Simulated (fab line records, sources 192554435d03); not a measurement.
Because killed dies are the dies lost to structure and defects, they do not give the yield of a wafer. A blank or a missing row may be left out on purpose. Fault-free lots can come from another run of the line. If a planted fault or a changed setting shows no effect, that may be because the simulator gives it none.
Matching of chambers | flow n5Finfet | 4 sister chambers for N5_MOL_CONTACT_COAG_STRIP_98 on rieDiel-06
The step strips in N2/H2. 20 wafers are shown with their chamber, then 10 later ones without.

## WAFERS PAIRED WITH THEIR CHAMBERS
wafer  | chamber | showerheadPlenumPTorr (Torr) | drypumpMotorCurrentA (A) | throttleValvePct (%)
L076.1 | 0       | 3.58                         | 5.60                     | 18.8
L076.4 | 2       | 3.56                         | 5.76                     | 18.2
L076.5 | 1       | 3.29                         | 5.61                     | 19.3
L080.1 | 2       | 3.56                         | 5.77                     | 18.2
L080.2 | 3       | 3.44                         | 5.28                     | 19.1
L080.6 | 1       | 3.28                         | 5.61                     | 19.2
L083.2 | 0       | 3.57                         | 5.57                     | 18.8
L083.3 | 1       | 3.28                         | 5.61                     | 19.3
L083.5 | 1       | 3.28                         | 5.62                     | 19.3
L084.1 | 0       | 3.57                         | 5.61                     | 18.8
L084.4 | 3       | 3.44                         | 5.28                     | 19.1
L084.6 | 3       | 3.44                         | 5.28                     | 19.1
L085.2 | 3       | 3.44                         | 5.29                     | 19.1
L085.3 | 0       | 3.57                         | 5.59                     | 18.8
L085.6 | 0       | 3.57                         | 5.59                     | 18.8
L089.2 | 0       | 3.57                         | 5.60                     | 18.8
L089.4 | 2       | 3.55                         | 5.76                     | 18.2
L089.5 | 1       | 3.27                         | 5.62                     | 19.3
L090.2 | 1       | 3.27                         | 5.61                     | 19.3
L090.3 | 2       | 3.55                         | 5.79                     | 18.3

SIGNATURES (means of the wafers above)
reading               | chamber 0 | chamber 1 | chamber 2 | chamber 3 | scatter within a chamber
showerheadPlenumPTorr | 3.5717    | 3.2783    | 3.5550    | 3.4400    | 0.0054
drypumpMotorCurrentA  | 5.5933    | 5.6133    | 5.7700    | 5.2825    | 0.0104
throttleValvePct      | 18.800    | 19.283    | 18.225    | 19.100    | 0.0315
Rule: a wafer lies at a distance from a chamber equal to the root of the sum of squares, over the readings, of (its reading less the chamber's mean, divided by the reading's scatter). If the next closest chamber is less than 2 further off than the closest, the wafer can't be placed; otherwise it belongs to the closest. The scatter: the root of (the sum of the squares of (reading less its chamber's mean) over the shown wafers, divided by (wafers less chambers)).

## WAFERS MISSING THEIR CHAMBER
wafer  | showerheadPlenumPTorr (Torr) | drypumpMotorCurrentA (A) | throttleValvePct (%)
L090.4 | 3.56                         | 5.60                     | 18.8
L092.4 | 3.27                         | 5.64                     | 19.3
L092.5 | 3.56                         | 5.60                     | 18.9
L092.6 | 3.43                         | 5.29                     | 18.7
L093.1 | 3.56                         | 5.59                     | 18.8
L093.2 | 3.54                         | 5.74                     | 18.3
L093.4 | 3.27                         | 5.59                     | 19.3
L094.1 | 3.56                         | 5.61                     | 18.8
L094.2 | 3.43                         | 5.27                     | 18.7
L094.3 | 3.54                         | 5.75                     | 18.3

## EACH ONE'S CHAMBER
wafer  | from the rows above | in truth
L090.4 | 0                   | 0
L092.4 | 1                   | 1
L092.5 | 0                   | 0
L092.6 | 3                   | 3
L093.1 | 0                   | 0
L093.2 | 2                   | 2
L093.4 | 1                   | 1
L094.1 | 0                   | 0
L094.2 | 3                   | 3
L094.3 | 2                   | 2
Correct placement for 10 of the 10. From these rows, 0 cannot be placed. Wrongly placed: 0.
